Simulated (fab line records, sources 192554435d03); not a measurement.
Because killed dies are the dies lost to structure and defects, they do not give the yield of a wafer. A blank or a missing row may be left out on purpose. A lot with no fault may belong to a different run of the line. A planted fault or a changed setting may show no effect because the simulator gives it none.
fab line records ; flow n5_finfet
record: lots: 6; wafers: 18; last_day: 17
route steps=1938 shown WELL_APT@28 BEOL_M4@1111 PASSIVATION@1936
lots with no fault: from the same line, run without faults
start_h: start of the lot's first displayed wafer, in hours after the record's first day ; wait_h: hours since the lot's step before ; " same as the row above ; L1.1+2: several wafers, shown together as one row ; - value missing, or start not given ; * or withheld: withheld ; < > ~ a bound
route shown NAME@n: NAME is a module with steps in the file, n the number in the route of the first one ; usual: mean/standard deviation taken from wafers without a fault ; same: alike in all rows ; chamber/n: place in a boat ; sites: per-site readings ; _std_site: their standard deviation ; _edge_site: outer sites' mean less inner sites' ; radius_mm: how far each site lies from the wafer's centre ; mask NAME#n: copy n ; behind: the last tool/chamber to shape the wafer ; hold: cause of the lot's hold/its duration in hours/its outcome ; device: which transistor (n, p or np) failed to switch ; end of line: tests run on the same wafers once the route is complete ; a step with no rows: only its recipe ; killed: the dies lost at the first sort to structure and to defects; this is not the yield of the wafer ; map: per-die view of a wafer (x killed, . not killed, _ where there is no die)
set.NAME: the setting as run; set.NAME@STEP: as run at that earlier step ; model.NAME: the simulator's own value behind a step, which no gauge read
lots at some steps of the route; a table a step, a row a wafer
services: when a tool's chamber went out of use (start_h, in hours from the record's first day, below 0 if earlier), for how many hours, and the reason
== steps ==
step: N5_WELL_APT_CD_MEAS_08
recipe: target_cd_nm: 200; landing_energy_ev: 500; detector: se_inlens
usual: cd_nm: 200.8/1.7
lot.wafer;tool;chamber;start_h;wait_h;cd_nm
L784.1;cd_sem-03;0;25.93;-;203.0
L784.3;cd_sem-03;0;25.93;-;201.4
L784.5;cd_sem-03;0;25.93;-;202.2
L785.1;cd_sem-01;0;31.81;-;198.6
L785.2;cd_sem-01;0;31.81;-;198.5
L785.6;cd_sem-01;0;31.81;-;197.5
L790.2;cd_sem-01;0;62.01;-;199.6
L790.3;cd_sem-01;0;62.01;-;198.4
L790.5;cd_sem-01;0;62.01;-;201.5
L794.1;cd_sem-03;0;85.60;-;199.5
L794.2;cd_sem-03;0;85.60;-;199.6
L794.3;cd_sem-03;0;85.60;-;202.0
L800.2;cd_sem-01;0;122.12;-;200.2
L800.4;cd_sem-01;0;122.12;-;199.4
L800.5;cd_sem-01;0;122.12;-;199.3
L804.2;cd_sem-03;0;145.84;-;197.7
L804.4;cd_sem-03;0;145.84;-;198.2
L804.6;cd_sem-03;0;145.84;-;198.2
step: N5_WELL_APT_OVL_MEAS_09
recipe: points_per_wafer: 44
usual: NWELL_OVL: 1/5.2
lot.wafer;tool;chamber;start_h;wait_h;NWELL_OVL[nm]
L784.1;overlay-02;0;25.96;0.0;1
L784.3;overlay-02;0;25.96;0.0;-6
L784.5;overlay-02;0;25.96;0.0;-1
L785.1;overlay-02;0;31.84;0.0;2
L785.2;overlay-02;0;31.84;0.0;0
L785.6;overlay-02;0;31.84;0.0;0
L790.2;overlay-02;0;62.04;0.0;-4
L790.3;overlay-02;0;62.04;0.0;-6
L790.5;overlay-02;0;62.04;0.0;-3
L794.1;overlay-02;0;85.63;0.0;-3
L794.2;overlay-02;0;85.63;0.0;3
L794.3;overlay-02;0;85.63;0.0;2
L800.2;overlay-02;0;122.17;0.0;-4
L800.4;overlay-02;0;122.17;0.0;-2
L800.5;overlay-02;0;122.17;0.0;-9
L804.2;overlay-02;0;145.87;0.0;0
L804.4;overlay-02;0;145.87;0.0;7
L804.6;overlay-02;0;145.87;0.0;3
step: N5_WELL_APT_INSPECT_10
recipe: mode: adi; inspect_instrument: macro
usual: raw_defect_count: 2.1/1.5
lot.wafer;tool;chamber;start_h;wait_h;raw_defect_count
L784.1;defect_inspect-02;-;25.98;0.0;4
L784.3;defect_inspect-02;-;25.98;0.0;3
L784.5;defect_inspect-02;-;25.98;0.0;2
L785.1;defect_inspect-01;-;31.86;0.0;0
L785.2;defect_inspect-01;-;31.86;0.0;1
L785.6;defect_inspect-01;-;31.86;0.0;5
L790.2;defect_inspect-02;-;62.07;0.0;2
L790.3;defect_inspect-02;-;62.07;0.0;3
L790.5;defect_inspect-02;-;62.07;0.0;1
L794.1;defect_inspect-02;-;85.65;0.0;3
L794.2;defect_inspect-02;-;85.65;0.0;4
L794.3;defect_inspect-02;-;85.65;0.0;7
L800.2;defect_inspect-01;-;122.19;0.0;2
L800.4;defect_inspect-01;-;122.19;0.0;5
L800.5;defect_inspect-01;-;122.19;0.0;5
L804.2;defect_inspect-02;-;145.90;0.0;3
L804.4;defect_inspect-02;-;145.90;0.0;3
L804.6;defect_inspect-02;-;145.90;0.0;3
step: N5_WELL_APT_DESCUM_13
recipe: chemistry: O2; time_s: 7.9; source_power_w: 50; bias_power_w: 20; pressure_mtorr: 20; rf_frequency_hz: 2.712e+07; temp_c: 40; o2_flow_sccm: 225
usual: chamber_pressure_mTorr: 19.998/0.017; drypump_motor_current_A: 5.5/0.33; oes_product_au: 0.77/0.065; rf_fwd_power_W: 49.64/0.18; rf_vpp_V: 244.1/1.2; showerhead_plenum_p_Torr: 2.15/0.065; throttle_valve_pct: 20.48/0.18
lot.wafer;tool;chamber;start_h;wait_h;chamber_pressure_mTorr;drypump_motor_current_A;oes_product_au;rf_fwd_power_W;rf_hours_counter_h;rf_vpp_V;showerhead_plenum_p_Torr;throttle_valve_pct
L784.1;rie_diel-02;2;26.01;0.0;19.999;5.4;0.74;49.74;168;244.7;2.20;20.60
L784.3;rie_diel-02;0;26.01;0.0;20.003;5.2;0.70;49.40;237;242.5;1.98;20.72
L784.5;rie_diel-02;0;26.01;0.0;19.998;5.2;0.70;49.51;-;241.4;1.98;20.70
L785.1;rie_diel-06;3;32.54;0.7;19.995;5.6;0.71;49.91;229;243.8;2.06;20.70
L785.2;rie_diel-06;2;32.54;0.7;20.015;5.0;0.78;49.62;121;244.4;2.19;20.09
L785.6;rie_diel-06;0;32.54;0.7;19.976;5.2;0.82;49.34;-;245.8;2.20;20.53
L790.2;rie_diel-01;1;62.10;0.0;19.973;6.2;0.85;49.52;51;243.9;2.12;20.24
L790.3;rie_diel-01;3;62.10;0.0;19.985;5.3;0.77;49.43;175;243.2;2.08;20.28
L790.5;rie_diel-01;1;62.10;0.0;19.987;6.1;0.85;49.41;-;242.8;2.12;20.24
L794.1;rie_diel-06;2;85.69;0.0;20.036;5.0;0.76;49.85;138;246.0;2.18;20.10
L794.2;rie_diel-06;3;85.69;0.0;19.976;5.6;0.70;49.61;246;243.1;2.05;20.73
L794.3;rie_diel-06;0;85.69;0.0;19.980;5.2;0.80;49.52;95;245.6;2.20;20.54
L800.2;rie_diel-02;0;122.23;0.0;20.003;5.2;0.96;49.65;9;245.7;2.24;20.38
L800.4;rie_diel-02;3;122.23;0.0;20.016;5.8;0.78;49.42;114;242.3;2.11;20.53
L800.5;rie_diel-02;0;122.23;0.0;19.984;5.2;0.96;49.86;-;247.1;2.24;20.36
L804.2;rie_diel-02;0;146.39;0.5;19.997;5.3;0.93;49.70;19;245.7;2.23;20.37
L804.4;rie_diel-02;3;146.39;0.5;20.029;5.8;0.77;49.74;124;244.3;2.10;20.54
L804.6;rie_diel-02;3;146.39;0.5;19.976;5.8;0.78;49.83;-;243.1;2.10;20.55
step: N5_WELL_APT_IMPLANT_14
recipe: species: P; energy_kev: 160; dose_cm2: 1.5e+13; tilt_deg: 0; rotation_deg: 0
step: N5_WELL_APT_IMPLANT_15
recipe: species: As; energy_kev: 25; dose_cm2: 1.5e+13; tilt_deg: 0; rotation_deg: 0
step: N5_WELL_APT_STRIP_16
recipe: chemistry: SPM; time_s: 900; temp_c: 130; h2so4_h2o2_vol_ratio: 4; dry: ipa_marangoni
step: N5_WELL_APT_HMDS_18
recipe: time_s: 60; temp_c: 120
step: N5_WELL_APT_COAT_19
recipe: spin_rpm: 1357; resist_thk_nm: 950
step: N5_WELL_APT_EBR_21
recipe: solvent: PGMEA; ebr_width_mm: 1.5
step: N5_WELL_APT_SOFTBAKE_20
recipe: temp_c: 130; time_s: 60
step: N5_WELL_APT_EXPOSE_22
recipe: mask_id: PWELL; na: 0.8; source_shape: conventional; sigma_outer: 0.8; polarization: unpolarized; defocus_nm: 0; target_cd_nm: 200; dose_mj: 23.2
step: N5_WELL_APT_PEB_23
recipe: peb_temp_c: 130; peb_time_s: 90
usual: heater_power_total_W: 172.5/0.73; plate_temp_C: 130.02/0.13
lot.wafer;tool;chamber;start_h;wait_h;heater_power_total_W;plate_temp_C
L784.1;litho_track-04;0;26.93;0.1;172.0;129.96
L784.3;litho_track-04;0;26.93;0.1;173.9;130.01
L784.5;litho_track-04;0;26.93;0.1;172.5;130.12
L785.1;litho_track-03;0;33.58;0.1;173.7;129.90
L785.2;litho_track-03;0;33.58;0.1;172.8;129.76
L785.6;litho_track-03;0;33.58;0.1;171.8;130.06
L790.2;litho_track-03;0;63.15;0.0;180.6;134.43
L790.3;litho_track-03;0;63.15;0.0;180.0;134.31
L790.5;litho_track-03;0;63.15;0.0;181.7;134.27
L794.1;litho_track-03;0;86.63;0.1;179.6;134.43
L794.2;litho_track-03;0;86.63;0.1;180.9;134.27
L794.3;litho_track-03;0;86.63;0.1;180.4;134.35
L800.2;litho_track-04;0;123.52;0.0;172.5;129.97
L800.4;litho_track-04;0;123.52;0.0;172.3;129.90
L800.5;litho_track-04;0;123.52;0.0;172.1;129.76
L804.2;litho_track-04;0;147.34;0.0;172.7;130.25
L804.4;litho_track-04;0;147.34;0.0;172.5;130.15
L804.6;litho_track-04;0;147.34;0.0;172.1;130.05
step: N5_WELL_APT_DEVELOP_24
recipe: develop_time_s: 45; rinse_liquid: surfactant_rinse; dry: air_spin; dev_temp_c: 21
step: N5_WELL_APT_HARDBAKE_29
recipe: temp_c: 130; time_s: 120
step: N5_WELL_APT_CD_MEAS_25
recipe: target_cd_nm: 200; landing_energy_ev: 500; detector: se_inlens
usual: cd_nm: 200.1/2.3
lot.wafer;tool;chamber;start_h;wait_h;cd_nm
L784.1;cd_sem-01;0;27.04;-;201.9
L784.3;cd_sem-01;0;27.04;-;199.7
L784.5;cd_sem-01;0;27.04;-;199.2
L785.1;cd_sem-03;0;33.70;-;199.3
L785.2;cd_sem-03;0;33.70;-;201.1
L785.6;cd_sem-03;0;33.70;-;199.8
L790.2;cd_sem-03;0;63.26;-;222.1
L790.3;cd_sem-03;0;63.26;-;220.0
L790.5;cd_sem-03;0;63.26;-;221.1
L794.1;cd_sem-02;0;86.74;-;218.9
L794.2;cd_sem-02;0;86.74;-;220.8
L794.3;cd_sem-02;0;86.74;-;217.3
L800.2;cd_sem-01;0;123.63;-;198.5
L800.4;cd_sem-01;0;123.63;-;200.4
L800.5;cd_sem-01;0;123.63;-;197.6
L804.2;cd_sem-01;0;147.45;-;199.2
L804.4;cd_sem-01;0;147.45;-;199.4
L804.6;cd_sem-01;0;147.45;-;197.7
step: N5_WELL_APT_OVL_MEAS_26
recipe: points_per_wafer: 44
usual: PWELL_OVL: 3/4.8
lot.wafer;tool;chamber;start_h;wait_h;PWELL_OVL[nm]
L784.1;overlay-01;0;27.08;0.0;1
L784.3;overlay-01;0;27.08;0.0;-3
L784.5;overlay-01;0;27.08;0.0;-2
L785.1;overlay-01;0;33.73;0.0;1
L785.2;overlay-01;0;33.73;0.0;-8
L785.6;overlay-01;0;33.73;0.0;-2
L790.2;overlay-02;0;63.29;0.0;7
L790.3;overlay-02;0;63.29;0.0;-1
L790.5;overlay-02;0;63.29;0.0;3
L794.1;overlay-01;0;86.77;0.0;5
L794.2;overlay-01;0;86.77;0.0;0
L794.3;overlay-01;0;86.77;0.0;1
L800.2;overlay-02;0;123.66;0.0;2
L800.4;overlay-02;0;123.66;0.0;3
L800.5;overlay-02;0;123.66;0.0;3
L804.2;overlay-02;0;147.48;0.0;3
L804.4;overlay-02;0;147.48;0.0;-3
L804.6;overlay-02;0;147.48;0.0;4
step: N5_WELL_APT_INSPECT_27
recipe: mode: adi; inspect_instrument: macro
usual: raw_defect_count: 2.1/1.5
lot.wafer;tool;chamber;start_h;wait_h;raw_defect_count
L784.1;defect_inspect-01;-;27.10;0.0;3
L784.3;defect_inspect-01;-;27.10;0.0;0
L784.5;defect_inspect-01;-;27.10;0.0;0
L785.1;defect_inspect-02;-;33.75;0.0;2
L785.2;defect_inspect-02;-;33.75;0.0;3
L785.6;defect_inspect-02;-;33.75;0.0;1
L790.2;defect_inspect-02;-;63.32;0.0;0
L790.3;defect_inspect-02;-;63.32;0.0;0
L790.5;defect_inspect-02;-;63.32;0.0;1
L794.1;defect_inspect-02;-;86.79;0.0;2
L794.2;defect_inspect-02;-;86.79;0.0;0
L794.3;defect_inspect-02;-;86.79;0.0;2
L800.2;defect_inspect-02;-;123.69;0.0;5
L800.4;defect_inspect-02;-;123.69;0.0;3
L800.5;defect_inspect-02;-;123.69;0.0;1
L804.2;defect_inspect-02;-;147.51;0.0;2
L804.4;defect_inspect-02;-;147.51;0.0;2
L804.6;defect_inspect-02;-;147.51;0.0;1
step: N5_WELL_APT_DESCUM_30
recipe: chemistry: O2; time_s: 7.9; source_power_w: 50; bias_power_w: 20; pressure_mtorr: 20; rf_frequency_hz: 2.712e+07; temp_c: 40; o2_flow_sccm: 225
usual: chamber_pressure_mTorr: 19.999/0.019; drypump_motor_current_A: 5.4/0.41; oes_product_au: 0.77/0.062; rf_fwd_power_W: 49.70/0.16; rf_vpp_V: 243.6/1.2; showerhead_plenum_p_Torr: 2.12/0.055; throttle_valve_pct: 20.35/0.15
lot.wafer;tool;chamber;start_h;wait_h;chamber_pressure_mTorr;drypump_motor_current_A;oes_product_au;rf_fwd_power_W;rf_hours_counter_h;rf_vpp_V;showerhead_plenum_p_Torr;throttle_valve_pct;model.WELL_APT.cd_nm
L784.1;rie_diel-01;0;27.13;0.0;19.993;5.6;0.74;49.61;176;245.3;2.17;20.15;201.8
L784.3;rie_diel-01;1;27.13;0.0;20.012;6.1;0.87;49.48;39;244.7;2.12;20.23;199.9
L784.5;rie_diel-01;3;27.13;0.0;20.013;5.2;0.77;50.12;-;243.4;2.09;20.26;199.1
L785.1;rie_diel-01;3;33.79;0.0;20.025;5.2;0.76;49.81;164;242.9;2.09;20.30;199.4
L785.2;rie_diel-01;0;33.79;0.0;19.996;5.6;0.73;49.64;179;243.3;2.17;20.15;201.1
L785.6;rie_diel-01;0;33.79;0.0;20.012;5.6;0.73;49.62;-;243.6;2.17;20.15;199.5
L790.2;rie_diel-02;2;63.35;0.0;20.012;5.4;0.74;49.63;175;245.0;2.20;20.58;221.6
L790.3;rie_diel-02;3;63.35;0.0;20.008;5.8;0.79;49.84;91;243.7;2.11;20.48;220.1
L790.5;rie_diel-02;0;63.35;0.0;20.000;5.2;0.70;49.60;-;241.0;1.98;20.73;220.9
L794.1;rie_diel-01;3;86.83;0.0;20.002;5.2;0.75;49.80;182;242.1;2.08;20.31;218.7
L794.2;rie_diel-01;2;86.83;0.0;19.994;4.8;0.75;49.64;161;243.8;2.07;20.35;220.6
L794.3;rie_diel-01;0;86.83;0.0;20.006;5.6;0.72;49.85;198;244.3;2.16;20.18;217.4
L800.2;rie_diel-01;3;123.72;0.0;20.015;5.2;0.75;49.72;194;243.5;2.08;20.31;198.5
L800.4;rie_diel-01;1;123.72;0.0;20.004;6.1;0.83;49.57;69;244.9;2.11;20.28;200.5
L800.5;rie_diel-01;2;123.72;0.0;20.003;4.8;0.75;49.68;-;241.7;2.07;20.39;197.5
L804.2;rie_diel-06;3;148.07;0.6;19.967;5.7;0.97;49.86;5;243.7;2.05;20.36;199.5
L804.4;rie_diel-06;2;148.07;0.6;19.986;5.0;0.74;49.81;160;244.6;2.17;20.14;199
L804.6;rie_diel-06;2;148.07;0.6;20.007;4.9;0.74;49.65;-;244.0;2.17;20.16;197.4
step: N5_WELL_APT_IMPLANT_31
recipe: species: B; energy_kev: 60; dose_cm2: 1.5e+13; tilt_deg: 0; rotation_deg: 0
step: N5_BEOL_M4_RC_MEAS_101
usual: DIBL_N: 36.1/1.6; DIBL_P: 36.6/1.9; IOFF_N: 0.160/0.026; IOFF_P: 0.210/0.028; ION_N: 677/10; ION_P: 464/6.9; SS_N: 71.4/0.56; SS_P: 73.3/0.61; VT_N: 249.1/2.6; VT_P: -250/3.3
lot.wafer;tool;chamber;start_h;wait_h;DIBL_N[mV/V];DIBL_P[mV/V];IOFF_N[nA/um];IOFF_P[nA/um];ION_N[uA/um];ION_P[uA/um];SS_N[mV/dec];SS_P[mV/dec];VT_N[mV];VT_P[mV]
L784.1;prober-01;0;181.72;0.0;36.8;37.2;0.162;0.232;684;467;71.8;73.3;247.0;-248
L784.3;prober-01;0;181.72;0.0;35.4;37.1;0.147;0.228;685;476;71.8;72.8;247.4;-245
L784.5;prober-01;0;181.72;0.0;36.1;37.2;0.157;0.218;682;467;71.4;72.8;249.6;-249
L785.1;prober-02;0;200.46;0.0;34.5;35.0;0.163;0.213;683;477;70.9;72.9;247.9;-247
L785.2;prober-02;0;200.46;0.0;37.0;38.2;0.209;0.258;683;471;71.7;73.3;245.0;-247
L785.6;prober-02;0;200.46;0.0;36.5;37.5;0.191;0.249;678;474;71.8;72.5;245.4;-247
L790.2;prober-01;0;248.25;0.2;36.9;38.4;0.197;0.249;676;464;72.4;73.6;248.7;-246
L790.3;prober-01;0;248.25;0.2;35.1;36.1;0.152;0.201;680;462;71.3;73.3;250.6;-252
L790.5;prober-01;0;248.25;0.2;36.4;38.5;0.190;0.250;689;471;71.6;73.7;249.5;-247
L794.1;prober-02;0;258.36;0.0;37.2;37.7;0.173;0.208;684;460;70.5;74.1;247.6;-253
L794.2;prober-02;0;258.36;0.0;37.6;37.8;0.172;0.208;676;460;71.7;73.6;249.6;-254
L794.3;prober-02;0;258.36;0.0;36.6;36.1;0.159;0.182;676;460;71.7;73.2;249.6;-256
L800.2;prober-01;0;288.66;0.2;35.0;36.7;0.151;0.195;690;468;71.5;73.7;248.2;-254
L800.4;prober-01;0;288.66;0.2;35.9;37.1;0.163;0.188;676;456;71.8;73.9;249.2;-255
L800.5;prober-01;0;288.66;0.2;36.9;38.3;0.182;0.204;689;461;72.1;74.9;249.3;-256
L804.2;prober-02;0;295.88;0.2;38.9;38.6;0.187;0.274;685;468;72.2;74.3;246.1;-245
L804.4;prober-02;0;295.88;0.2;37.3;35.3;0.154;0.229;667;465;71.5;72.6;250.8;-246
L804.6;prober-02;0;295.88;0.2;35.5;33.3;0.126;0.190;651;456;71.3;73.8;252.3;-251
step: N5_PASSIVATION_PROBE_49
usual: defect_limited_yield: 91.3/1.5; killed_at_M0_to_M3: 34/10; killed_at_M4_up: 13/4.9; killed_at_contacts: 13/6.1; killed_at_front_end: 39/13; killed_at_other: 4.1/2.7; killed_dies: 103/18; killed_open: 68/13; killed_short: 32/7.6; sort_bin_5_function: 5.2/1; sort_bin_6_memory: 3.2/0.75; sort_n_pass: 1077/18; sort_yield_pct: 91.3/1.5
same: gross_dies: 1180; killed_at_back_side: 0; sort_bin_4_leakage[%]: 0; sort_bin_8_speed[%]: 0
lot.wafer;tool;chamber;start_h;wait_h;defect_limited_yield[%];killed_at_M0_to_M3;killed_at_M4_up;killed_at_contacts;killed_at_front_end;killed_at_other;killed_dies;killed_open;killed_short;sort_bin_5_function[%];sort_bin_6_memory[%];sort_n_pass;sort_yield_pct[%]
L790.2;prober-01;-;353.54;0.1;89.8;36;15;20;44;5;120;72;38;5.8;3.2;1060;89.8
L790.3;prober-01;-;353.59;0.1;89.2;42;13;21;44;8;128;78;36;5.9;4.0;1052;89.2
L790.5;prober-01;-;353.69;0.2;90.9;32;8;11;49;7;107;55;36;5.5;2.3;1073;90.9
L794.1;prober-01;-;360.59;0.7;91.2;16;16;22;48;2;104;66;29;5.4;2.6;1076;91.2
L794.2;prober-01;-;360.64;0.8;89.7;32;13;24;51;1;121;72;33;4.9;4.0;1059;89.7
L794.3;prober-01;-;360.69;0.8;90.6;30;12;27;39;3;111;70;33;6.3;2.4;1069;90.6
killed by level:class
L790.2 MOL_CONTACT_COAG:geometric_particle:open=15 BEOL_M0_SAQP:geometric_particle:open=8 BEOL_M0_SAQP:geometric_particle:short=8 WELL_APT:area_peb=8 GATE_CUT:geometric_particle:open=7 FIN_SAQP:geometric_particle:open=5 BEOL_M2:geometric_particle:open=5 BEOL_M3:geometric_particle:open=5
L790.3 MOL_CONTACT_COAG:geometric_particle:open=17 WELL_APT:area_peb=10 BEOL_M0_SAQP:geometric_particle:open=9 BEOL_M3:geometric_particle:open=8 FIN_SAQP:geometric_particle:open=7 BEOL_M2:geometric_particle:open=7 GATE_CUT:geometric_particle:short=5 STARTING-WAFER:geometric_particle:open=5
L790.5 WELL_APT:area_peb=13 BEOL_M0_SAQP:geometric_particle:open=11 STI_FIN_REVEAL:geometric_particle:open=9 MOL_CONTACT_COAG:geometric_particle:open=9 BEOL_M0_SAQP:geometric_particle:short=8 STARTING-WAFER:geometric_particle:short=7 STARTING-WAFER:geometric_particle:open=5 FIN_SAQP:geometric_particle:open=4
L794.1 MOL_CONTACT_COAG:geometric_particle:open=19 FIN_SAQP:geometric_particle:open=17 FIN_SAQP:geometric_particle:short=8 DUMMY_GATE:geometric_particle:open=5 WELL_APT:area_peb=5 BEOL_M0_SAQP:geometric_particle:short=4 BEOL_M4:geometric_particle:open=4 BEOL_M10:coat_microbubble_printed=3
L794.2 MOL_CONTACT_COAG:geometric_particle:open=14 BEOL_M3:geometric_particle:open=13 FIN_SAQP:geometric_particle:short=12 WELL_APT:area_peb=11 FIN_SAQP:geometric_particle:open=10 MOL_CONTACT_COAG:geometric_particle:short=8 DUMMY_GATE:geometric_particle:open=6 BEOL_M4:geometric_particle:open=6
L794.3 MOL_CONTACT_COAG:geometric_particle:open=23 FIN_SAQP:geometric_particle:short=11 FIN_SAQP:geometric_particle:open=11 BEOL_M3:geometric_particle:open=6 BEOL_M0_SAQP:geometric_particle:open=5 BEOL_M1:geometric_particle:open=5 DUMMY_GATE:geometric_particle:open=4 MOL_CONTACT_COAG:geometric_particle:short=4
== services ==
tool;chamber;start_h;hours;kind
litho_track-03;-;16.28;-;consumable_replace:filter
rie_diel-02;3;16.98;16.7;repair
rie_diel-02;-;38.00;14.6;pm
rie_diel-01;-;39.39;0.6;repair
rie_diel-06;-;58.20;0.8;repair
rie_diel-01;1;81.67;5.2;repair
rie_diel-02;0;81.85;-;clean
rie_diel-02;0;81.85;-;consumable_replace:focus_ring
rie_diel-02;0;81.85;-;consumable_replace:showerhead
rie_diel-02;0;81.85;16.1;scheduled_down
rie_diel-02;0;81.85;16.1;vent_cycle
rie_diel-02;2;82.00;6.6;repair
rie_diel-01;-;85.27;0.6;repair
rie_diel-06;3;86.01;8.5;repair
rie_diel-02;1;87.60;7.7;repair
rie_diel-02;1;101.25;2.7;repair
rie_diel-06;3;105.77;-;clean
rie_diel-06;3;105.77;-;consumable_replace:focus_ring
rie_diel-06;3;105.77;17.6;scheduled_down
rie_diel-06;3;105.77;17.6;vent_cycle
rie_diel-06;-;127.99;14.6;pm
litho_track-04;-;138.65;-;consumable_replace:filter
== key ==
first_sign: step: N5_WELL_APT_PEB_23; reading: plate_temp_C; direction: up; sigmas: 34; usual: *; struck: *
effect: step: N5_WELL_APT_PEB_23; reading: heater_power_total_W; direction: up; sigmas: 11; usual: *; struck: *
effect: step: N5_WELL_APT_CD_MEAS_25; reading: cd_nm; direction: up; sigmas: 8.7; usual: 200.1; struck: 220.0; through: control_loop
model_effect: step: N5_WELL_APT_DESCUM_30; value: WELL_APT.cd_nm; without: 201.1; struck: 219.9
met_at N5_WELL_APT_PEB_23
struck_wafers L790.2,L790.3,L790.5,L794.1,L794.2,L794.3
loop_trim: step: N5_WELL_APT_EXPOSE_22; setting: dose; lots: L794
onset_between 33.58 63.15
fault: kind: process_parameter_drift; tool: litho_track-03; chamber: -; onset_h: 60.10; steps: N5_WELL_APT_PEB_23; channel: peb_temp_c; offset: *; shape: step; end_h: 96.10; acts_in: *; stated: *
loop_trim: a control loop set the setting to another value than it would have without faults
